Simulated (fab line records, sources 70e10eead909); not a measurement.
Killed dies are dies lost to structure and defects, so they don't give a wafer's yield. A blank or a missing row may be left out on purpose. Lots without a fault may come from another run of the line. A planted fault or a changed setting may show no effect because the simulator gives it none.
Chamber matching | flow nand_harc | NHARC_A_STAIRCASE_DEP_259 on pecvd-02: 3 sister chambers
The step deposits SiON, target thk 30 nm. 3 wafers are shown with their chamber, then 7 later ones without.

WAFERS WITH THEIR CHAMBER
wafer  | chamber | heater_power_outer_w (W)
L086.4 | 2       | 454
L088.1 | 0       | 486
L088.3 | 1       | 439

WAFERS WITHOUT THEIR CHAMBER
wafer  | heater_power_outer_w (W)
L088.4 | 445
L089.1 | 455
L089.3 | 452
L089.4 | 518
L096.2 | 394
L096.3 | 376
L096.4 | 390

WHICH CHAMBER EACH WENT THROUGH
wafer  | from the rows above          | in truth
L088.4 | can't be placed: 1 or 2 or 0 | 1
L089.1 | can't be placed: 2 or 1 or 0 | 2
L089.3 | can't be placed: 2 or 1 or 0 | 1
L089.4 | can't be placed: 0 or 2 or 1 | 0
L096.2 | can't be placed: 1 or 2 or 0 | 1
L096.3 | can't be placed: 1 or 2 or 0 | 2
L096.4 | can't be placed: 1 or 2 or 0 | 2
Placed correctly: 0 of 7. Can't be placed from these rows: 7 (the true chamber is among the candidates in 7). Placed wrongly: 0.
How it was worked out, from the rows above alone: a wafer's distance from a chamber is the root of the sum, over the readings, of the square of ((its reading less the chamber's mean) divided by the reading's scatter). The wafer belongs to the nearest chamber; if the next one is less than 2 further off, it can't be placed. A chamber's mean is the mean of its shown wafers. The scatter: with one shown wafer a chamber, the root of the mean of the squares of how far each hidden wafer lies from its nearest shown one.
